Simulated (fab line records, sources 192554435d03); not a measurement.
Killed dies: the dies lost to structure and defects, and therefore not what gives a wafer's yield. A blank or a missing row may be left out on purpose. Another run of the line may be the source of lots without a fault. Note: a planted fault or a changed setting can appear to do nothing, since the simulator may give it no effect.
Matching of chambers | flow n5Finfet | 3 sister chambers for N5_BEOL_M14_DEP_53 on pecvd-04
The step deposits SiCN from 3MS/NH3, target thk 50 nm, time 17.8 s. 16 wafers are shown with their chamber, then 8 later ones without.

EACH WAFER AND ITS CHAMBER
wafer  | chamber | throttleValvePct (%) | showerheadPlenumPTorr (Torr)
L074.3 | 1       | 17.8                 | 4.159
L074.4 | 0       | 17.1                 | 4.153
L074.5 | 2       | 16.4                 | 4.146
L075.2 | 0       | 17.2                 | 4.146
L075.5 | 2       | 16.7                 | 4.143
L075.6 | 0       | 17.2                 | 4.149
L084.1 | 2       | 16.6                 | 4.151
L084.3 | 2       | 16.4                 | 4.148
L084.4 | 0       | 17.1                 | 4.148
L086.1 | 0       | 17.3                 | 4.141
L086.3 | 0       | 17.3                 | 4.154
L086.5 | 2       | 16.6                 | 4.151
L090.1 | 2       | 16.6                 | 4.149
L090.2 | 1       | 17.9                 | 4.162
L090.5 | 0       | 17.3                 | 4.152
L092.2 | 1       | 17.8                 | 4.158

SIGNATURES (averages over the wafers above)
reading               | chamber 0 | chamber 1 | chamber 2 | scatter within a chamber
throttleValvePct      | 17.214    | 17.833    | 16.550    | 0.1
showerheadPlenumPTorr | 4.14900   | 4.15967   | 4.14800   | 0.00373
Rule: for a wafer and a chamber, the distance is found by dividing, reading by reading, the gap between the wafer's reading and the chamber's mean by the reading's scatter, squaring, summing and taking the root. The wafer belongs to the nearest chamber; if the next one is less than 2 further off, it can't be placed. The scatter is the square root of a quotient: the sum, over the shown wafers, of each reading's squared deviation from its chamber's mean, divided by wafers minus chambers.

WAFERS WHOSE CHAMBER IS MISSING
wafer  | throttleValvePct (%) | showerheadPlenumPTorr (Torr)
L092.3 | 16.5                 | 4.160
L092.4 | 17.3                 | 4.145
L094.2 | 17.5                 | 4.149
L094.3 | 16.4                 | 4.156
L094.5 | 17.6                 | 4.163
L096.1 | 16.4                 | 4.149
L096.3 | 17.1                 | 4.149
L096.5 | 17.6                 | 4.168

EACH ONE'S CHAMBER
wafer  | from the rows above     | in truth
L092.3 | 2                       | 2
L092.4 | 0                       | 0
L094.2 | can't be placed: 0 or 1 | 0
L094.3 | 2                       | 2
L094.5 | 1                       | 1
L096.1 | 2                       | 2
L096.3 | 0                       | 0
L096.5 | 1                       | 1
Correct placement for 7 of the 8. Not placeable from these rows: 1 (in 1, the candidates include the true chamber). Placed wrongly: 0.
